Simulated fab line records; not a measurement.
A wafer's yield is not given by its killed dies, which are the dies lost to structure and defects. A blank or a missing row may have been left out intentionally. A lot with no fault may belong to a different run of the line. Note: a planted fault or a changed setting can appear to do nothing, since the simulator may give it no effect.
The tool behind it: which one?	flow nand-harc	Sampling: 24 lots, 72 wafers, 6 of 1302 route steps

== WHAT THE GAUGES SHOWED, per wafer ==
NHARC_A_M0_INSPECT_11.
lot	measured	on	raw-defect-count
L074	day 22 22:30	defect-inspect-02	25 14 22
L075	day 22 23:29	defect-inspect-02	123 165 148
L077	day 23 18:10	defect-inspect-02	111 112 107
L076	day 23 18:44	defect-inspect-02	74 73 72
L078	day 24 00:56	defect-inspect-02	69 74 63
L079	day 24 10:54	defect-inspect-02	124 133 137
L080	day 25 06:01	defect-inspect-02	59 65 73
L081	day 25 07:09	defect-inspect-01	87 66 71
L082	day 25 21:24	defect-inspect-01	28 38 22
L083	day 26 08:44	defect-inspect-01	143 126 138
L084	day 27 08:29	defect-inspect-01	79 54 64
L085	day 27 10:10	defect-inspect-01	103 117 123
L086	day 27 11:50	defect-inspect-02	39 44 56
L087	day 27 23:33	defect-inspect-01	77 84 66
L089	day 28 17:29	defect-inspect-02	67 112 113
L088	day 29 02:07	defect-inspect-01	151 146 157
L091	day 29 08:32	defect-inspect-01	71 81 89
L090	day 30 03:46	defect-inspect-02	99 120 121
L092	day 30 13:00	defect-inspect-01	63 71 70
L095	day 30 21:57	defect-inspect-01	38 40 35
L094	day 31 03:09	defect-inspect-01	103 114 95
L093	day 31 02:43	defect-inspect-01	86 105 74
L096	day 31 11:32	defect-inspect-02	70 86 81
L097	day 32 08:51	defect-inspect-01	29 30 25

== WHICH TOOL RAN EACH LOT (tool, then ch and the chambers of the sampled wafers, then the start) ==
lot	NHARC_A_CONTACT_ETCH_127	NHARC_A_CONTACT_ETCH_89	NHARC_A_CONTACT_ETCH_135	NHARC_A_BLC_DESCUM_15	NHARC_A_BLC_ETCH_17
L074	har-cap-etch-03 ch 0,1, day 22 03:16	rie-diel-10 ch 1,2, day 22 13:29 or earlier	har-cap-etch-01 ch 0,1, day 22 13:29	rie-diel-12 ch 0,3, day 22 18:30	rie-diel-12 ch 0,2,3, day 22 22:30 or earlier
L075	har-cap-etch-02 ch 1, day 22 04:59	rie-diel-01 ch 2,3, day 22 14:47 or earlier	har-cap-etch-02 ch 0,1, day 22 14:47	rie-diel-12 ch 0,1,2, day 22 19:37	rie-diel-12 ch 0,1,3, day 22 23:29 or earlier
L077	har-cap-etch-03 ch 0,1, day 23 01:16	rie-diel-01 ch 1,2,3, day 23 09:05 or earlier	har-cap-etch-01 ch 0,1, day 23 09:05	rie-diel-13 ch 0,1,3, day 23 14:09	rie-diel-13 ch 0,1,2, day 23 18:10 or earlier
L076	har-cap-etch-01 ch 0,1, day 23 02:00	rie-diel-10 ch 0,1,3, day 23 09:45 or earlier	har-cap-etch-02 ch 0,1, day 23 09:45	rie-diel-05 ch 0,2,3, day 23 14:45	rie-diel-05 ch 0,1,2, day 23 18:44 or earlier
L078	har-cap-etch-03 ch 0,1, day 23 08:47	rie-diel-03 ch 1,2, day 23 16:06 or earlier	har-cap-etch-01 ch 0,1, day 23 16:06	rie-diel-12 ch 0,2,3, day 23 20:58	rie-diel-12 ch 0,3, day 24 00:56 or earlier
L079	har-cap-etch-03 ch 0,1, day 23 17:41	rie-diel-10 ch 0,3, day 24 01:26 or earlier	har-cap-etch-03 ch 0,1, day 24 01:26	rie-diel-12 ch 0,2, day 24 06:43	rie-diel-12 ch 0,2, day 24 10:54 or earlier
L080	har-cap-etch-03 ch 0,1, day 24 11:02	rie-diel-03 ch 1,3, day 24 21:04 or earlier	har-cap-etch-03 ch 0,1, day 24 21:04	rie-diel-13 ch 0,1, day 25 02:04	rie-diel-13 ch 0,1,2, day 25 06:01 or earlier
L081	har-cap-etch-02 ch 0, day 24 12:26	rie-diel-03 ch 0,1, day 24 22:22 or earlier	har-cap-etch-02 ch 0,1, day 24 22:22	rie-diel-13 ch 0,2, day 25 03:10	rie-diel-13 ch 1,2, day 25 07:09 or earlier
L082	har-cap-etch-01 ch 0,1, day 25 04:46	rie-diel-03 ch 0,1,3, day 25 12:25 or earlier	har-cap-etch-02 ch 0,1, day 25 12:25	rie-diel-13 ch 1,2,3, day 25 17:26	rie-diel-13 ch 0,1,3, day 25 21:24 or earlier
L083	har-cap-etch-01 ch 0,1, day 25 16:47	rie-diel-01 ch 1,2, day 25 23:53 or earlier	har-cap-etch-02 ch 0,1, day 25 23:53	rie-diel-12 ch 0,1,3, day 26 04:47	rie-diel-12 ch 0,1,3, day 26 08:44 or earlier
L084	har-cap-etch-03 ch 0,1, day 26 09:51	rie-diel-03 ch 0,1,3, day 26 23:27 or earlier	har-cap-etch-01 ch 0,1, day 26 23:27	rie-diel-13 ch 1,2,3, day 27 04:34	rie-diel-13 ch 0,1, day 27 08:29 or earlier
L085	har-cap-etch-01 ch 0, day 26 15:04	rie-diel-01 ch 0,2, day 27 01:10 or earlier	har-cap-etch-02 ch 1, day 27 01:10	rie-diel-13 ch 2,3, day 27 06:12	rie-diel-13 ch 0,2,3, day 27 10:10 or earlier
L086	har-cap-etch-02 ch 0,1, day 26 15:32	rie-diel-03 ch 0,1,3, day 27 02:59 or earlier	har-cap-etch-03 ch 0,1, day 27 02:59	rie-diel-12 ch 0,1,3, day 27 07:58	rie-diel-12 ch 0,1,3, day 27 11:50 or earlier
L087	har-cap-etch-01 ch 0,1, day 27 07:38	rie-diel-10 ch 0,1,3, day 27 14:38 or earlier	har-cap-etch-03 ch 0,1, day 27 14:38	rie-diel-13 ch 0,3, day 27 19:40	rie-diel-13 ch 0,1,3, day 27 23:33 or earlier
L089	har-cap-etch-02 ch 0,1, day 27 19:31	rie-diel-01 ch 1,2, day 28 08:33 or earlier	har-cap-etch-02 ch 0,1, day 28 08:33	rie-diel-12 ch 2,3, day 28 13:31	rie-diel-12 ch 0,1,3, day 28 17:29 or earlier
L088	har-cap-etch-01 ch 0,1, day 28 07:50	rie-diel-03 ch 0,2,3, day 28 17:23 or earlier	har-cap-etch-01 ch 0,1, day 28 17:23	rie-diel-12 ch 0,2,3, day 28 22:13	rie-diel-12 ch 0,2,3, day 29 02:07 or earlier
L091	har-cap-etch-03 ch 0,1, day 28 16:12	rie-diel-03 ch 0,2,3, day 28 23:08 or earlier	har-cap-etch-03 ch 0,1, day 28 23:08	rie-diel-12 ch 1,2,3, day 29 04:38	rie-diel-12 ch 2,3, day 29 08:32 or earlier
L090	har-cap-etch-02 ch 0,1, day 29 04:54	rie-diel-10 ch 0,1,3, day 29 18:20 or earlier	har-cap-etch-01 ch 0,1, day 29 18:20	rie-diel-12 ch 2,3, day 29 23:21	rie-diel-12 ch 1,3, day 30 03:46 or earlier
L092	har-cap-etch-02 ch 0,1, day 29 20:04	rie-diel-01 ch 0,2,3, day 30 03:58 or earlier	har-cap-etch-03 ch 0,1, day 30 03:58	rie-diel-12 ch 0,2,3, day 30 08:58	rie-diel-12 ch 1,2,3, day 30 13:00 or earlier
L095	har-cap-etch-02 ch 0,1, day 30 04:18	rie-diel-01 ch 0,2, day 30 12:43 or earlier	har-cap-etch-01 ch 0,1, day 30 12:43	rie-diel-12 ch 2,3, day 30 17:57	rie-diel-12 ch 1,3, day 30 21:57 or earlier
L094	har-cap-etch-03 ch 0, day 30 09:43	rie-diel-01 ch 1,3, day 30 17:51 or earlier	har-cap-etch-01 ch 0,1, day 30 17:51	rie-diel-13 ch 1,2,3, day 30 22:58	rie-diel-13 ch 1,2, day 31 03:09 or earlier
L093	har-cap-etch-02 ch 0,1, day 30 10:22	rie-diel-03 ch 1,2, day 30 17:38 or earlier	har-cap-etch-02 ch 0,1, day 30 17:38	rie-diel-12 ch 1,2,3, day 30 22:47	rie-diel-12 ch 1,2,3, day 31 02:43 or earlier
L096	har-cap-etch-03 ch 0,1, day 30 16:53	rie-diel-01 ch 0,1,2, day 31 01:41 or earlier	har-cap-etch-01 ch 0,1, day 31 01:41	rie-diel-13 ch 0,2, day 31 07:09	rie-diel-13 ch 0,2, day 31 11:32 or earlier
L097	har-cap-etch-03 ch 0,1, day 31 12:14	rie-diel-10 ch 0,2,3, day 31 23:51 or earlier	har-cap-etch-01 ch 0,1, day 31 23:51	rie-diel-12 ch 0,1,2, day 32 04:52	rie-diel-12 ch 1,2,3, day 32 08:51 or earlier
- NHARC_A_CONTACT_ETCH_127: etches the open film in C4F8/O2/Ar, time 197 s, target depth 1918 nm.
- NHARC_A_CONTACT_ETCH_89: etches the open film in N2/H2, target depth 260 nm, time 475.3 s.
- NHARC_A_CONTACT_ETCH_135: etches the open film in C4F8/O2/Ar, time 311 s, target depth 1912 nm.
- NHARC_A_BLC_DESCUM_15: chemistry O2, time 3 s.
- NHARC_A_BLC_ETCH_17: etches the open film in N2/H2, target depth 390 nm, time 609.38 s.

== WHAT THE TOOLS THEMSELVES READ (means of the sampled wafers that have a number; where no wafer has one, the mark that the record gives instead) ==
NHARC_A_CONTACT_ETCH_89.
lot	tool	drypump-motor-current-A (A)	mfc-ar-sccm (sccm)	oes-product-au (a.u.)	rf-vpp-V (V)	showerhead-plenum-p-Torr (Torr)	throttle-valve-pct (%)
L074	rie-diel-10	6.0	0.007	1.002	433.0	2.13	14.164
L075	rie-diel-01	5.6	0.022	1.009	431.1	2.05	14.175
L077	rie-diel-01	5.8	0.019	1.003	432.3	2.09	14.173
L076	rie-diel-10	5.8	0.002	0.999	430.0	2.03	14.171
L078	rie-diel-03	6.1	0.000	0.993	429.8	1.98	14.160
L079	rie-diel-10	5.3	0.003	1.010	430.3	2.02	14.176
L080	rie-diel-03	6.2	0.009	0.989	433.4	2.15	14.172
L081	rie-diel-03	5.9	0.021	0.998	428.5	1.98	14.175
L082	rie-diel-03	6.1	0.015	0.991	430.4	2.06	14.166
L083	rie-diel-01	5.7	0.007	1.005	431.2	2.07	14.174
L084	rie-diel-03	6.1	0.015	0.993	430.5	2.06	14.166
L085	rie-diel-01	5.4	0.025	0.996	430.2	2.04	14.169
L086	rie-diel-03	6.1	0.015	1.000	431.6	2.06	14.175
L087	rie-diel-10	5.7	0.002	1.009	429.9	2.01	14.163
L089	rie-diel-01	5.7	0.007	1.000	431.5	2.07	14.173
L088	rie-diel-03	6.0	0.015	1.001	429.0	1.98	14.164
L091	rie-diel-03	6.0	0.015	1.000	429.2	1.98	14.170
L090	rie-diel-10	5.8	0.002	1.013	429.8	2.01	14.164
L092	rie-diel-01	5.6	0.029	0.997	430.4	2.03	14.183
L095	rie-diel-01	5.5	0.018	0.998	430.7	2.03	14.172
L094	rie-diel-01	6.0	0.030	1.011	431.6	2.07	14.174
L093	rie-diel-03	6.3	0.000	0.999	431.2	2.06	14.167
L096	rie-diel-01	5.7	0.014	0.994	431.9	2.07	14.169
L097	rie-diel-10	5.6	0.006	0.999	431.0	2.03	14.162

NHARC_A_BLC_DESCUM_15.
lot	tool	drypump-motor-current-A (A)	mfc-ar-sccm (sccm)	oes-product-au (a.u.)	rf-vpp-V (V)	showerhead-plenum-p-Torr (Torr)	throttle-valve-pct (%)
L074	rie-diel-12	6.3	0.000	0.998	57.7	1.94	11.316
L075	rie-diel-12	5.8	0.000	0.998	58.2	1.91	11.306
L077	rie-diel-13	5.5	0.000	0.996	56.9	1.85	11.312
L076	rie-diel-05	5.2	0.014	1.006	58.0	1.93	11.314
L078	rie-diel-12	6.1	0.000	0.995	58.1	1.90	11.305
L079	rie-diel-12	6.0	0.000	1.001	57.4	1.90	11.311
L080	rie-diel-13	6.1	0.000	1.001	57.6	1.85	11.312
L081	rie-diel-13	6.2	0.008	0.994	57.3	1.83	11.311
L082	rie-diel-13	5.3	0.008	1.000	57.4	1.86	11.316
L083	rie-diel-12	5.9	0.000	0.998	58.0	1.90	11.306
L084	rie-diel-13	5.3	0.008	1.008	57.5	1.86	11.322
L085	rie-diel-13	5.4	0.017	1.012	57.7	1.84	11.316
L086	rie-diel-12	5.9	0.000	0.994	57.6	1.90	11.312
L087	rie-diel-13	6.0	0.000	0.995	56.2	1.81	11.313
L089	rie-diel-12	6.0	0.000	0.997	58.2	1.85	11.320
L088	rie-diel-12	6.1	0.000	0.994	58.5	1.90	11.310
L091	rie-diel-12	5.6	0.000	0.999	57.1	1.86	11.318
L090	rie-diel-12	5.8	0.000	0.990	57.5	1.85	11.309
L092	rie-diel-12	6.1	0.000	0.988	58.0	1.89	11.308
L095	rie-diel-12	5.8	0.000	0.998	58.3	1.85	11.312
L094	rie-diel-13	5.3	0.008	1.001	57.5	1.86	11.311
L093	rie-diel-12	5.6	0.000	0.999	56.4	1.86	11.307
L096	rie-diel-13	6.0	0.017	0.995	56.7	1.84	11.316
L097	rie-diel-12	5.8	0.000	0.993	57.3	1.90	11.314

NHARC_A_BLC_ETCH_17.
lot	tool	drypump-motor-current-A (A)	mfc-ar-sccm (sccm)	oes-product-au (a.u.)	rf-vpp-V (V)	showerhead-plenum-p-Torr (Torr)	throttle-valve-pct (%)
L074	rie-diel-12	6.1	0.000	0.997	429.9	2.02	14.169
L075	rie-diel-12	5.9	0.000	1.001	429.7	2.03	14.163
L077	rie-diel-13	5.8	0.008	1.003	428.9	1.99	14.174
L076	rie-diel-05	5.4	0.011	1.002	430.0	2.04	14.161
L078	rie-diel-12	6.4	0.000	0.993	430.6	2.06	14.172
L079	rie-diel-12	6.0	0.000	0.997	429.7	2.02	14.164
L080	rie-diel-13	5.8	0.008	1.003	429.0	1.99	14.165
L081	rie-diel-13	5.5	0.017	1.004	429.3	2.00	14.168
L082	rie-diel-13	5.6	0.000	1.003	429.0	1.97	14.168
L083	rie-diel-12	5.9	0.000	0.999	430.0	2.03	14.177
L084	rie-diel-13	5.6	0.000	1.003	430.0	2.01	14.172
L085	rie-diel-13	5.7	0.008	1.004	427.3	1.95	14.171
L086	rie-diel-12	5.9	0.000	0.998	430.5	2.03	14.172
L087	rie-diel-13	5.5	0.000	1.002	427.6	1.97	14.168
L089	rie-diel-12	5.9	0.000	0.992	430.6	2.03	14.166
L088	rie-diel-12	6.1	0.000	0.989	429.7	2.02	14.168
L091	rie-diel-12	5.9	0.000	1.008	428.7	1.97	14.171
L090	rie-diel-12	5.4	0.000	1.002	428.8	1.99	14.180
L092	rie-diel-12	5.6	0.000	1.001	429.0	1.98	14.170
L095	rie-diel-12	5.8	0.000	0.996	429.6	1.98	14.175
L094	rie-diel-13	5.4	0.008	1.011	430.4	2.02	14.172
L093	rie-diel-12	5.6	0.000	0.997	429.1	1.98	14.170
L096	rie-diel-13	6.2	0.008	1.003	427.9	1.95	14.171
L097	rie-diel-12	5.6	0.000	1.004	429.4	1.98	14.171

== THE ANSWER, worked out from the rows above alone ==
Rule: the usual values come from the lots themselves. Put in order of their means at a reading, lots are off if they are a third of the lots or fewer, leave a main group of 4 or more, and stand apart from it by a gap of 3 or more times the standard deviation of the main group's means; of several such gaps the widest counts. The tables above print the reading to a certain number of digits; a main group whose means all agree to those digits is not used. A lot without any number at a reading at which 4 lots or more have one is off too. Any other lot the step has rows for is counted as sound. After the gauges, taken in route order, come the tools' own readings; for these a lot's mean is taken, as printed above. The first step at which some lot is off is used, and at that step the reading that is off furthest; a lot without a number counts as furthest.
Across all readings shown, no lot is off: no conclusion can be drawn from this.

== WHAT THE SIMULATOR PUT IN ==
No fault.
